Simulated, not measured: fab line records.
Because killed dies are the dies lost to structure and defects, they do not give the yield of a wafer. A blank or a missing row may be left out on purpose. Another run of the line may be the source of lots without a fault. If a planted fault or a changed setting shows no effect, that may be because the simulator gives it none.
fab line records + flow n5_finfet + part 2 of 2: steps 5 to 6 of 6
[record]
- lots = 21
- wafers = 63
- last_day = 19
route steps=1938 shown STI_FIN_REVEAL@207 DUMMY_GATE@235
lots untouched by any fault: they come from a run of this same line in which no faults occurred
start_h: hours from the record's first day to the start of the lot's first wafer shown + wait_h: how many hours have passed since the lot's step before this one + " unchanged from the row above + L1.1+2: one row covering several wafers at once + - no value present, or no start provided + * or withheld: withheld + < > ~ a bound
route shown NAME@n: NAME is a module with steps in the file, n the number in the route of the first one + usual: mean/standard deviation taken from wafers without a fault + same: alike in all rows + chamber/n: place in a boat + sites: readings site by site + _std_site: standard deviation across them + _edge_site: the outer-site mean with the inner-site mean subtracted + radius_mm: how far each site lies from the wafer's centre + mask NAME#n: copy n + behind: the tool/chamber that last shaped the wafer + hold: what put the lot on hold/how long, in hours/how the hold closed + device: the n, p or np transistor that did not switch + end of line: at the end of the route, the tests of the same wafers + a step without rows: its recipe alone + killed: dies lost to structure and defects at the first sort, not the wafer's yield + map: per-die view of a wafer (x killed, . not killed, _ where there is no die)
set.NAME: the run value of the setting; set.NAME@STEP: its run value at that earlier step + model.NAME: the simulator's own value behind a step, which no gauge read
the route's steps for a sample of lots (tables are steps, rows are wafers)
services: from which hour (start_h, from the record's first day; less than 0 if before it) a tool's chamber was out of use, for how many hours, and why
[[steps]]
[step N5_DUMMY_GATE_ETCH_42]
[recipe]
- chemistry = CHF3/O2
- target = SiO2
- target_depth_a = 35
- time_s = 31
- ion_energy_ev = 30
- bias_w = 12
- pressure_mtorr = 30
- source_w = 600
- Ar_flow_sccm = 200
- CHF3_flow_sccm = 50
- O2_flow_sccm = 5
[usual]
- bias_w = 12.00/0.039
- drypump_motor_current_A = 6.0/0.45
- oes_product_au = 0.75/0.046
- rf_vpp_V = 42.4/0.85
- showerhead_plenum_p_Torr = 2.37/0.092
- throttle_valve_pct = 18.86/0.2
| lot.wafer | tool        | chamber | start_h | wait_h | bias_w | drypump_motor_current_A | oes_product_au | rf_hours_counter_h | rf_vpp_V | showerhead_plenum_p_Torr | throttle_valve_pct |
|-----------|-------------|---------|---------|--------|--------|-------------------------|----------------|--------------------|----------|--------------------------|--------------------|
| L074.1    | rie_diel-01 | 3       | 51.40   | 0.2    | 11.95  | 6.3                     | 0.72           | 183                | 43.5     | 2.40                     | 18.80              |
| L074.4    | "           | 1       | "       | "      | 12.02  | 5.5                     | 0.73           | 170                | 42.6     | 2.40                     | 19.25              |
| L074.6    | "           | 3       | "       | "      | 12.04  | 6.3                     | 0.72           | -                  | 43.2     | 2.40                     | 18.79              |
| L075.2    | rie_diel-06 | 0       | 58.10   | 0.0    | 12.02  | 6.0                     | 0.71           | 209                | 42.4     | 2.38                     | 18.70              |
| L075.4    | "           | 1       | "       | "      | 12.00  | 6.0                     | 0.83           | 74                 | 43.2     | 2.25                     | 18.60              |
| L075.6    | "           | 3       | "       | "      | 11.98  | 6.6                     | 0.74           | -                  | 41.2     | 2.28                     | 18.83              |
| L077.4    | rie_diel-01 | 1       | 70.94   | 0.0    | 11.99  | 5.5                     | 0.72           | 175                | 42.4     | 2.40                     | 19.26              |
| L077.5    | "           | 0       | "       | "      | 11.91  | 5.9                     | 0.76           | -                  | 42.1     | 2.39                     | 19.03              |
| L077.6    | "           | 1       | "       | "      | 12.01  | 5.5                     | 0.72           | -                  | 41.9     | 2.40                     | 19.26              |
| L078.1    | rie_diel-06 | 3       | 73.47   | 0.0    | 11.96  | 6.7                     | 0.73           | 186                | 42.5     | 2.28                     | 18.84              |
| L078.3    | "           | 1       | "       | "      | 12.09  | 6.0                     | 0.83           | 78                 | 41.8     | 2.25                     | 18.57              |
| L078.5    | "           | 2       | "       | "      | 11.90  | 5.6                     | 0.75           | -                  | 42.8     | 2.50                     | 18.75              |
| L079.2    | rie_diel-02 | 2       | 81.50   | 0.0    | 12.05  | 6.6                     | 0.82           | 86                 | 42.6     | 2.26                     | 18.78              |
| L079.5    | "           | 0       | "       | "      | 12.03  | 6.8                     | 0.71           | -                  | 42.4     | 2.29                     | 18.66              |
| L079.6    | "           | 3       | "       | "      | 12.04  | 6.2                     | 0.74           | -                  | 42.7     | 2.31                     | 19.12              |
| L080.1    | rie_diel-02 | 3       | 82.69   | 0.0    | 11.97  | 6.2                     | 0.74           | 140                | 42.2     | 2.31                     | 19.11              |
| L080.2    | "           | 0       | "       | "      | 12.08  | 6.8                     | 0.71           | 230                | 41.2     | 2.29                     | 18.66              |
| L080.4    | "           | 1       | "       | "      | 11.99  | 5.5                     | 0.77           | 120                | 43.4     | 2.52                     | 18.74              |
| L081.3    | rie_diel-02 | 2       | 90.24   | 0.1    | 11.96  | 6.6                     | 0.81           | 88                 | 43.4     | 2.26                     | 18.78              |
| L081.5    | "           | 3       | "       | "      | 12.00  | 6.2                     | 0.75           | -                  | 43.1     | 2.31                     | 19.13              |
| L081.6    | "           | 2       | "       | "      | 11.95  | 6.6                     | 0.81           | -                  | 40.0     | 2.26                     | 18.77              |
| L082.1    | rie_diel-01 | 1       | 95.75   | 0.0    | 12.02  | 5.5                     | 0.72           | 183                | 43.0     | 2.39                     | 19.29              |
| L082.3    | "           | 0       | "       | "      | 11.96  | 5.9                     | 0.76           | 170                | 42.4     | 2.39                     | 19.05              |
| L082.4    | "           | 2       | "       | "      | 11.97  | 5.4                     | 0.81           | 76                 | 43.4     | 2.44                     | 18.71              |
| L083.1    | rie_diel-06 | 1       | 103.18  | 0.0    | 11.99  | 6.0                     | 0.82           | 87                 | 41.8     | 2.25                     | 18.61              |
| L083.4    | "           | 1       | "       | "      | 11.97  | 6.0                     | 0.82           | -                  | 43.0     | 2.25                     | 18.62              |
| L083.6    | "           | 3       | "       | "      | 11.99  | 6.6                     | 0.72           | -                  | 42.2     | 2.27                     | 18.86              |
| L084.1    | rie_diel-01 | 3       | 111.58  | 0.0    | 12.04  | 6.3                     | 0.71           | 201                | 41.8     | 2.39                     | 18.83              |
| L084.3    | "           | 1       | "       | "      | 12.03  | 5.5                     | 0.72           | 187                | 43.6     | 2.39                     | 19.31              |
| L084.4    | "           | 2       | "       | "      | 12.03  | 5.4                     | 0.79           | 80                 | 42.9     | 2.44                     | 18.72              |
| L085.2    | rie_diel-01 | 1       | 115.36  | 0.0    | 11.96  | 5.6                     | 0.72           | 189                | 42.2     | 2.39                     | 19.29              |
| L085.4    | "           | 0       | "       | "      | 12.01  | 5.9                     | 0.74           | 175                | 41.4     | 2.39                     | 19.08              |
| L085.5    | "           | 1       | "       | "      | 11.97  | 5.5                     | 0.72           | -                  | 44.2     | 2.39                     | 19.28              |
| L086.1    | rie_diel-06 | 1       | 126.46  | 0.2    | 12.02  | 6.0                     | 0.81           | 97                 | 45.0     | 2.25                     | 18.61              |
| L086.2    | "           | 0       | "       | "      | 12.08  | 6.0                     | 0.70           | 232                | 42.5     | 2.37                     | 18.74              |
| L086.3    | "           | 2       | "       | "      | 12.07  | 5.6                     | 0.74           | 146                | 42.8     | 2.50                     | 18.75              |
| L087.2    | rie_diel-02 | 2       | 126.57  | 0.2    | 12.05  | 6.6                     | 0.80           | 100                | 42.8     | 2.25                     | 18.81              |
| L087.4    | "           | 3       | "       | "      | 12.03  | 6.2                     | 0.73           | 148                | 42.5     | 2.31                     | 19.12              |
| L087.6    | "           | 1       | "       | "      | 11.99  | 5.6                     | 0.76           | -                  | 42.0     | 2.52                     | 18.75              |
| L088.1    | rie_diel-06 | 1       | 137.12  | 0.0    | 12.01  | 6.0                     | 0.80           | 100                | 44.1     | 2.24                     | 18.62              |
| L088.3    | "           | 2       | "       | "      | 12.02  | 5.6                     | 0.73           | 150                | 41.2     | 2.49                     | 18.78              |
| L088.4    | "           | 0       | "       | "      | 12.08  | 6.0                     | 0.69           | 235                | 42.2     | 2.37                     | 18.73              |
| L089.1    | rie_diel-02 | 3       | 143.18  | 0.2    | 11.95  | 6.2                     | 0.73           | 154                | 42.2     | 2.30                     | 19.13              |
| L089.3    | "           | 1       | "       | "      | 11.95  | 5.5                     | 0.75           | 141                | 42.8     | 2.52                     | 18.77              |
| L089.6    | "           | 3       | "       | "      | 12.01  | 6.2                     | 0.72           | -                  | 41.1     | 2.30                     | 19.13              |
| L090.1    | rie_diel-06 | 1       | 154.97  | 0.0    | 11.93  | 6.0                     | 0.79           | 106                | 43.4     | 2.24                     | 18.63              |
| L090.2    | "           | 0       | "       | "      | 12.03  | 6.0                     | 0.69           | 241                | 43.0     | 2.37                     | 18.75              |
| L090.4    | "           | 3       | "       | "      | 12.05  | 6.6                     | 0.71           | 216                | 41.0     | 2.27                     | 18.87              |
| L092.2    | rie_diel-01 | 0       | 158.68  | 0.0    | 11.95  | 5.9                     | 0.74           | 187                | 41.6     | 2.38                     | 19.07              |
| L092.3    | "           | 2       | "       | "      | 12.03  | 5.4                     | 0.78           | 96                 | 43.5     | 2.44                     | 18.76              |
| L092.5    | "           | 1       | "       | "      | 12.07  | 5.5                     | 0.71           | -                  | 42.1     | 2.39                     | 19.31              |
| L093.1    | rie_diel-06 | 1       | 161.54  | 0.0    | 12.02  | 6.0                     | 0.79           | 107                | 42.8     | 2.24                     | 18.64              |
| L093.2    | "           | 0       | "       | "      | 12.05  | 6.0                     | 0.68           | 242                | 42.8     | 2.37                     | 18.76              |
| L093.6    | "           | 1       | "       | "      | 11.97  | 6.0                     | 0.78           | -                  | 42.6     | 2.24                     | 18.65              |
| L094.2    | rie_diel-02 | 2       | 170.92  | 0.1    | 12.03  | 6.7                     | 0.79           | 116                | 42.2     | 2.25                     | 18.81              |
| L094.5    | "           | 3       | "       | "      | 11.99  | 6.2                     | 0.71           | -                  | 42.4     | 2.30                     | 19.16              |
| L094.6    | "           | 2       | "       | "      | 12.11  | 6.6                     | 0.79           | -                  | 42.9     | 2.25                     | 18.82              |
| L095.1    | rie_diel-06 | 3       | 173.54  | 0.1    | 11.97  | 6.6                     | 0.70           | 222                | 42.1     | 2.26                     | 18.89              |
| L095.2    | "           | 0       | "       | "      | 12.07  | 6.0                     | 0.68           | 246                | 43.5     | 2.37                     | 18.78              |
| L095.3    | "           | 2       | "       | "      | 11.96  | 5.6                     | 0.72           | 161                | 40.5     | 2.49                     | 18.80              |
| L097.1    | rie_diel-02 | 2       | 187.03  | 0.0    | 11.94  | 6.7                     | 0.78           | 121                | 42.1     | 2.24                     | 18.83              |
| L097.3    | "           | 1       | "       | "      | 12.02  | 5.5                     | 0.75           | 156                | 42.8     | 2.51                     | 18.79              |
| L097.5    | "           | 2       | "       | "      | 12.02  | 6.7                     | 0.78           | -                  | 42.8     | 2.24                     | 18.82              |
[step N5_DUMMY_GATE_STRIP_48]
[recipe]
- chemistry = N2/H2
- time_s = 20
- power_w = 100
- temp_c = 40
- pressure_mtorr = 100
- rf_frequency_hz = 6e+07
- bias_power_w = 3
- n2_flow_sccm = 300
- h2_flow_sccm = 300
[usual]
- drypump_motor_current_A = 6.0/0.45
- oes_product_au = 0.75/0.048
- rf_vpp_V = 45.0/0.78
- showerhead_plenum_p_Torr = 3.32/0.12
- throttle_valve_pct = 12.32/0.22
| lot.wafer | tool        | chamber | start_h | wait_h | drypump_motor_current_A | oes_product_au | rf_hours_counter_h | rf_vpp_V | showerhead_plenum_p_Torr | throttle_valve_pct |
|-----------|-------------|---------|---------|--------|-------------------------|----------------|--------------------|----------|--------------------------|--------------------|
| L074.1    | rie_diel-01 | 3       | 51.44   | 0.0    | 6.3                     | 0.73           | 183                | 45.2     | 3.36                     | 12.34              |
| L074.4    | "           | 1       | "       | "      | 5.6                     | 0.73           | 170                | 45.3     | 3.37                     | 12.58              |
| L074.6    | "           | 3       | "       | "      | 6.3                     | 0.73           | -                  | 44.2     | 3.36                     | 12.32              |
| L075.2    | rie_diel-06 | 0       | 58.15   | 0.0    | 6.0                     | 0.71           | 209                | 45.9     | 3.34                     | 12.19              |
| L075.4    | "           | 1       | "       | "      | 6.0                     | 0.85           | 74                 | 43.5     | 3.16                     | 11.96              |
| L075.6    | "           | 3       | "       | "      | 6.7                     | 0.74           | -                  | 45.1     | 3.24                     | 12.48              |
| L077.4    | rie_diel-01 | 1       | 70.98   | 0.0    | 5.6                     | 0.72           | 175                | 45.6     | 3.36                     | 12.60              |
| L077.5    | "           | 0       | "       | "      | 5.9                     | 0.77           | -                  | 46.7     | 3.37                     | 12.48              |
| L077.6    | "           | 1       | "       | "      | 5.6                     | 0.72           | -                  | 46.0     | 3.36                     | 12.60              |
| L078.1    | rie_diel-06 | 3       | 73.52   | 0.0    | 6.7                     | 0.73           | 186                | 44.3     | 3.24                     | 12.49              |
| L078.3    | "           | 1       | "       | "      | 6.0                     | 0.83           | 78                 | 45.8     | 3.16                     | 11.98              |
| L078.5    | "           | 2       | "       | "      | 5.6                     | 0.75           | -                  | 45.3     | 3.51                     | 12.21              |
| L079.2    | rie_diel-02 | 2       | 81.55   | 0.0    | 6.7                     | 0.81           | 86                 | 44.0     | 3.16                     | 12.16              |
| L079.5    | "           | 0       | "       | "      | 6.7                     | 0.71           | -                  | 45.0     | 3.18                     | 12.19              |
| L079.6    | "           | 3       | "       | "      | 6.2                     | 0.74           | -                  | 43.4     | 3.25                     | 12.58              |
| L080.1    | rie_diel-02 | 3       | 82.74   | 0.0    | 6.2                     | 0.74           | 140                | 45.4     | 3.25                     | 12.58              |
| L080.2    | "           | 0       | "       | "      | 6.8                     | 0.72           | 230                | 44.0     | 3.18                     | 12.19              |
| L080.4    | "           | 1       | "       | "      | 5.6                     | 0.79           | 120                | 45.1     | 3.52                     | 12.08              |
| L081.3    | rie_diel-02 | 2       | 90.29   | 0.0    | 6.7                     | 0.81           | 88                 | 44.8     | 3.16                     | 12.17              |
| L081.5    | "           | 3       | "       | "      | 6.2                     | 0.73           | -                  | 44.5     | 3.25                     | 12.58              |
| L081.6    | "           | 2       | "       | "      | 6.7                     | 0.80           | -                  | 44.8     | 3.16                     | 12.18              |
| L082.1    | rie_diel-01 | 1       | 95.80   | 0.0    | 5.5                     | 0.72           | 183                | 44.8     | 3.36                     | 12.62              |
| L082.3    | "           | 0       | "       | "      | 5.9                     | 0.75           | 170                | 45.6     | 3.36                     | 12.48              |
| L082.4    | "           | 2       | "       | "      | 5.4                     | 0.81           | 76                 | 45.2     | 3.42                     | 12.15              |
| L083.1    | rie_diel-06 | 1       | 103.22  | 0.0    | 6.0                     | 0.83           | 87                 | 45.6     | 3.15                     | 11.99              |
| L083.4    | "           | 1       | "       | "      | 6.0                     | 0.82           | -                  | 44.0     | 3.15                     | 12.00              |
| L083.6    | "           | 3       | "       | "      | 6.7                     | 0.73           | -                  | 43.9     | 3.23                     | 12.51              |
| L084.1    | rie_diel-01 | 3       | 111.63  | 0.0    | 6.3                     | 0.71           | 201                | 45.9     | 3.35                     | 12.38              |
| L084.3    | "           | 1       | "       | "      | 5.5                     | 0.73           | 187                | 43.7     | 3.36                     | 12.63              |
| L084.4    | "           | 2       | "       | "      | 5.4                     | 0.80           | 80                 | 44.3     | 3.42                     | 12.16              |
| L085.2    | rie_diel-01 | 1       | 115.41  | 0.0    | 5.6                     | 0.71           | 189                | 46.3     | 3.36                     | 12.64              |
| L085.4    | "           | 0       | "       | "      | 5.9                     | 0.75           | 175                | 47.2     | 3.36                     | 12.49              |
| L085.5    | "           | 1       | "       | "      | 5.5                     | 0.72           | -                  | 45.0     | 3.36                     | 12.66              |
| L086.1    | rie_diel-06 | 1       | 126.50  | 0.0    | 6.0                     | 0.81           | 97                 | 45.1     | 3.15                     | 12.02              |
| L086.2    | "           | 0       | "       | "      | 6.0                     | 0.69           | 232                | 45.8     | 3.33                     | 12.24              |
| L086.3    | "           | 2       | "       | "      | 5.6                     | 0.74           | 146                | 44.6     | 3.51                     | 12.23              |
| L087.2    | rie_diel-02 | 2       | 126.62  | 0.0    | 6.7                     | 0.79           | 100                | 44.8     | 3.15                     | 12.20              |
| L087.4    | "           | 3       | "       | "      | 6.2                     | 0.73           | 148                | 45.5     | 3.24                     | 12.60              |
| L087.6    | "           | 1       | "       | "      | 5.5                     | 0.77           | -                  | 44.6     | 3.51                     | 12.13              |
| L088.1    | rie_diel-06 | 1       | 137.17  | 0.0    | 6.0                     | 0.80           | 100                | 44.7     | 3.15                     | 12.04              |
| L088.3    | "           | 2       | "       | "      | 5.6                     | 0.74           | 150                | 44.1     | 3.51                     | 12.25              |
| L088.4    | "           | 0       | "       | "      | 6.0                     | 0.68           | 235                | 44.5     | 3.33                     | 12.25              |
| L089.1    | rie_diel-02 | 3       | 143.23  | 0.0    | 6.2                     | 0.71           | 154                | 44.7     | 3.24                     | 12.62              |
| L089.3    | "           | 1       | "       | "      | 5.5                     | 0.77           | 141                | 46.6     | 3.51                     | 12.14              |
| L089.6    | "           | 3       | "       | "      | 6.2                     | 0.73           | -                  | 44.8     | 3.24                     | 12.62              |
| L090.1    | rie_diel-06 | 1       | 155.02  | 0.0    | 6.0                     | 0.80           | 106                | 43.7     | 3.14                     | 12.04              |
| L090.2    | "           | 0       | "       | "      | 6.0                     | 0.69           | 241                | 45.0     | 3.32                     | 12.28              |
| L090.4    | "           | 3       | "       | "      | 6.7                     | 0.71           | 216                | 45.1     | 3.22                     | 12.57              |
| L092.2    | rie_diel-01 | 0       | 158.72  | 0.0    | 5.9                     | 0.75           | 187                | 45.6     | 3.35                     | 12.54              |
| L092.3    | "           | 2       | "       | "      | 5.4                     | 0.78           | 96                 | 44.9     | 3.41                     | 12.19              |
| L092.5    | "           | 1       | "       | "      | 5.6                     | 0.70           | -                  | 46.0     | 3.35                     | 12.69              |
| L093.1    | rie_diel-06 | 1       | 161.59  | 0.0    | 6.0                     | 0.79           | 107                | 45.7     | 3.14                     | 12.04              |
| L093.2    | "           | 0       | "       | "      | 6.0                     | 0.69           | 242                | 44.4     | 3.32                     | 12.28              |
| L093.6    | "           | 1       | "       | "      | 6.0                     | 0.80           | -                  | 44.5     | 3.14                     | 12.05              |
| L094.2    | rie_diel-02 | 2       | 170.97  | 0.0    | 6.7                     | 0.78           | 116                | 44.8     | 3.14                     | 12.24              |
| L094.5    | "           | 3       | "       | "      | 6.2                     | 0.72           | -                  | 44.3     | 3.23                     | 12.66              |
| L094.6    | "           | 2       | "       | "      | 6.6                     | 0.77           | -                  | 45.0     | 3.14                     | 12.23              |
| L095.1    | rie_diel-06 | 3       | 173.59  | 0.0    | 6.6                     | 0.71           | 222                | 44.7     | 3.22                     | 12.57              |
| L095.2    | "           | 0       | "       | "      | 6.0                     | 0.68           | 246                | 45.0     | 3.32                     | 12.28              |
| L095.3    | "           | 2       | "       | "      | 5.6                     | 0.73           | 161                | 45.8     | 3.50                     | 12.27              |
| L097.1    | rie_diel-02 | 2       | 187.08  | 0.0    | 6.7                     | 0.78           | 121                | 44.5     | 3.14                     | 12.26              |
| L097.3    | "           | 1       | "       | "      | 5.6                     | 0.76           | 156                | 45.4     | 3.50                     | 12.19              |
| L097.5    | "           | 2       | "       | "      | 6.7                     | 0.77           | -                  | 44.7     | 3.14                     | 12.25              |
[[services]]
| tool        | chamber | start_h | hours | kind                          |
|-------------|---------|---------|-------|-------------------------------|
| rie_diel-01 | 1       | 35.46   | 2.6   | repair                        |
| rie_diel-02 | 3       | 91.57   | 11.8  | repair                        |
| rie_diel-06 | 2       | 100.74  | 18.2  | repair                        |
| rie_diel-02 | 2       | 130.94  | 1.8   | repair                        |
| rie_diel-02 | 0       | 143.18  | -     | clean                         |
| rie_diel-02 | 0       | 143.18  | -     | consumable_replace:focus_ring |
| rie_diel-02 | 0       | 143.18  | -     | consumable_replace:showerhead |
| rie_diel-02 | 0       | 143.18  | 14.2  | scheduled_down                |
| rie_diel-02 | 0       | 143.18  | 14.2  | vent_cycle                    |
| rie_diel-01 | -       | 153.03  | 1.0   | repair                        |
